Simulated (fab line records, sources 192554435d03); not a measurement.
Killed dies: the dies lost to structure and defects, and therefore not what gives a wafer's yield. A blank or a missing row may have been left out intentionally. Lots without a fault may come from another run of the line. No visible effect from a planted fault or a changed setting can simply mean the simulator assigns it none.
Lot-split experiment ; flow n5 finfet ; 7 lots, 21 wafers read, on a route of 1938 steps

THE SPLIT ITSELF
At N5_FIN_SAQP_MANDREL_ETCH_22 (etches a-Si in HBr/Cl2, stops on SiNx, target depth 60 nm, bt time 10 s, time 30 s), the setting icp w was moved away from the recipe's 800 W on 7 of the 21 wafers read, by +4.9% to +15.1%. The other wafers ran this setting at the recipe's value.

The split's own step is where the reading is taken.

THE READING
SOC_of_FIN_SAQP_COAT_49.thk nm (the simulator's own value, which no gauge read), in nm, at N5_FIN_SAQP_MANDREL_ETCH_22 (etches a-Si in HBr/Cl2, stops on SiNx, target depth 60 nm, bt time 10 s, time 30 s). The file does not state a usual value for it. The 14 wafers here that ran the recipe average 75.81 nm, standard deviation 0.49 nm.

wafer;tool, chamber at the split;icp w as run, W;against the recipe;SOC_of_FIN_SAQP_COAT_49.thk nm, nm;against lot-mates on the recipe
L074.2;rie si-05, 2;800;recipe;75.99;-
L074.3;rie si-05, 3;897.5;+12.2%;75.16;-0.88
L074.4;rie si-05, 1;800;recipe;76.09;-
L076.1;rie si-04, 1;921.1;+15.1%;74.83;-1.41
L076.2;rie si-04, 2;921.1;+15.1%;74.5;-1.74
L076.4;rie si-04, 0;800;recipe;76.24;-
L081.1;rie si-04, 3;800;recipe;76.1;-
L081.2;rie si-04, 2;800;recipe;76.12;-
L081.4;rie si-04, 0;800;recipe;76.5;-
L083.3;rie si-06, 3;839.1;+4.9%;75.52;-0.37
L083.4;rie si-06, 1;839.1;+4.9%;75.44;-0.45
L083.6;rie si-06, 3;800;recipe;75.89;-
L086.2;rie si-04, 2;800;recipe;74.96;-
L086.4;rie si-04, 3;800;recipe;75.04;-
L086.5;rie si-04, 0;800;recipe;75.4;-
L088.1;rie si-04, 0;800;recipe;75.37;-
L088.3;rie si-04, 2;891.3;+11.4%;74.37;-1.00
L088.4;rie si-04, 3;891.3;+11.4%;74.19;-1.18
L090.2;rie si-04, 2;800;recipe;75.85;-
L090.3;rie si-04, 0;800;recipe;76.51;-
L090.5;rie si-04, 2;800;recipe;75.34;-

THE FIT
A straight line over all 21 wafers: SOC_of_FIN_SAQP_COAT_49.thk nm changes by -0.0884 nm for each +1% of icp w; r = -0.74; the points scatter about the line by 0.47 nm.
The same after taking each lot's own level away (the mean of its wafers on the recipe; 21 wafers): -0.0961 nm for each +1%; r = -0.92; scatter 0.24 nm.
Per that fit: largest icp w move, reading shift of 1.5 nm.
The span of the lots' own levels, 75.133 to 76.240 nm, comes to 2.3 times the standard deviation stated above.
So the lot-to-lot level blurs the effect unless lot-mates are compared.
Check: for one of the wafers moved furthest among these (+15.1%), held out of the fit, the line's prediction against its lot-mates is -1.46 nm. It came out at -1.41 nm against them.

THESE WAFERS: OTHER SPLITS
These wafers also went through other splits before the reading. Each is held against what the fit with the lots' levels taken away leaves over:
other split on the same wafers;wafers away from the commonest value;r with SOC_of_FIN_SAQP_COAT_49.thk nm (lot level and that fit taken away)
N5_ZERO_LAYER_EXPOSE_08 dose mj;3;-0.04
N5_ZERO_LAYER_ETCH_18 icp w;8;+0.01
N5_WELL_APT_EXPOSE_22 dose mj;10;+0.22
N5_WELL_APT_PEB_23 peb time s;11;+0.27

THE FILE'S OWN FIT
SOC_of_FIN_SAQP_COAT_49.thk nm changes by -0.0922 nm for each +1% of icp w, r = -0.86.
